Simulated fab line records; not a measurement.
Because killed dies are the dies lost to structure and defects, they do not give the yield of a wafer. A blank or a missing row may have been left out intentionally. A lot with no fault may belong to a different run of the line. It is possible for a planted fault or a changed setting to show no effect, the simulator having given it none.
Matching of chambers + flow n5Finfet + N5_BEOL_M2_DEP_57 on pecvd-04: 3 sister chambers
The step deposits SiCN from 3MS/NH3, target thk 8 nm, time 14 s. 3 wafers are shown with their chamber, then 9 later ones without.

WAFERS, EACH WITH ITS CHAMBER
| wafer  | chamber | chamberPressureTorr (Torr) |
|--------|---------|----------------------------|
| L088.6 | 1       | 2.999                      |
| L089.1 | 0       | 3.008                      |
| L089.6 | 2       | 2.993                      |

WAFERS WITH NO CHAMBER GIVEN
| wafer  | chamberPressureTorr (Torr) |
|--------|----------------------------|
| L091.1 | 2.995                      |
| L091.4 | 3.002                      |
| L091.5 | 3.005                      |
| L093.2 | 2.990                      |
| L093.5 | 2.999                      |
| L093.6 | 2.999                      |
| L096.3 | 3.002                      |
| L096.4 | 2.999                      |
| L096.5 | 3.000                      |

EACH ONE'S CHAMBER
| wafer  | from the rows above     | in truth                   |
|--------|-------------------------|----------------------------|
| L091.1 | can't be placed: 2 or 1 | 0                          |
| L091.4 | can't be placed: 1 or 0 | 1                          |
| L091.5 | can't be placed: 0 or 1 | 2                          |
| L093.2 | 2                       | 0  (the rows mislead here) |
| L093.5 | 1                       | 1                          |
| L093.6 | 1                       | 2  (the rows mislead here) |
| L096.3 | can't be placed: 1 or 0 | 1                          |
| L096.4 | 1                       | 1                          |
| L096.5 | 1                       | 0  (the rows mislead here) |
Correct placement for 2 of the 9. These rows do not allow placing 4 (true chamber among the candidates in 2). 3 placed wrongly.
How it was worked out, from the rows above alone: a wafer's distance from a chamber is the root of the sum, over the readings, of the square of ((its reading less the chamber's mean) divided by the reading's scatter). If the next closest chamber is less than 2 further off than the closest, the wafer can't be placed; otherwise it belongs to the closest. The mean given for a chamber averages the wafers shown for that chamber. The scatter (one wafer shown for each chamber): square how far every hidden wafer sits from the nearest shown wafer, average those squares and take the square root.
